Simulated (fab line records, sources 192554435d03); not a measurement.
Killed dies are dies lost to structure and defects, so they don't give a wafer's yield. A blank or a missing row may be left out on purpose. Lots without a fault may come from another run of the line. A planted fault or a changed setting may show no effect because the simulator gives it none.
Chamber matching | flow n5_finfet | N5_BEOL_M7_ETCH_62 on rie_diel-02: 4 sister chambers
The step etches SOC in N2/H2, target depth 110 nm, overetch 22 nm, time 165 s. 7 wafers are shown with their chamber, then 7 later ones without.

WAFERS WITH THEIR CHAMBER
wafer  | chamber | showerhead_plenum_p_Torr (Torr) | throttle_valve_pct (%)
L080.1 | 3       | 2.62                            | 17.51
L085.2 | 3       | 2.61                            | 17.53
L088.1 | 2       | 2.44                            | 17.81
L088.5 | 0       | 2.35                            | 18.31
L088.6 | 2       | 2.44                            | 17.80
L091.2 | 1       | 2.48                            | 17.74
L091.5 | 0       | 2.35                            | 18.33

WAFERS WITHOUT THEIR CHAMBER
wafer  | showerhead_plenum_p_Torr (Torr) | throttle_valve_pct (%)
L091.6 | 2.44                            | 17.81
L095.2 | 2.34                            | 18.34
L095.5 | 2.43                            | 17.81
L095.6 | 2.34                            | 18.34
L094.3 | 2.43                            | 17.82
L094.4 | 2.34                            | 18.35
L094.6 | 2.43                            | 17.84

WHICH CHAMBER EACH WENT THROUGH
wafer  | from the rows above | in truth
L091.6 | 2                   | 2
L095.2 | 0                   | 0
L095.5 | 2                   | 2
L095.6 | 0                   | 0
L094.3 | 2                   | 2
L094.4 | 0                   | 0
L094.6 | 2                   | 2
Placed correctly: 7 of 7. Can't be placed from these rows: 0. Placed wrongly: 0.
How it was worked out, from the rows above alone: a wafer's distance from a chamber is the root of the sum, over the readings, of the square of ((its reading less the chamber's mean) divided by the reading's scatter). The wafer belongs to the nearest chamber; if the next one is less than 2 further off, it can't be placed. A chamber's mean is the mean of its shown wafers. The scatter: the root of (the sum of the squares of (reading less its chamber's mean) over the shown wafers, divided by (wafers less chambers)).
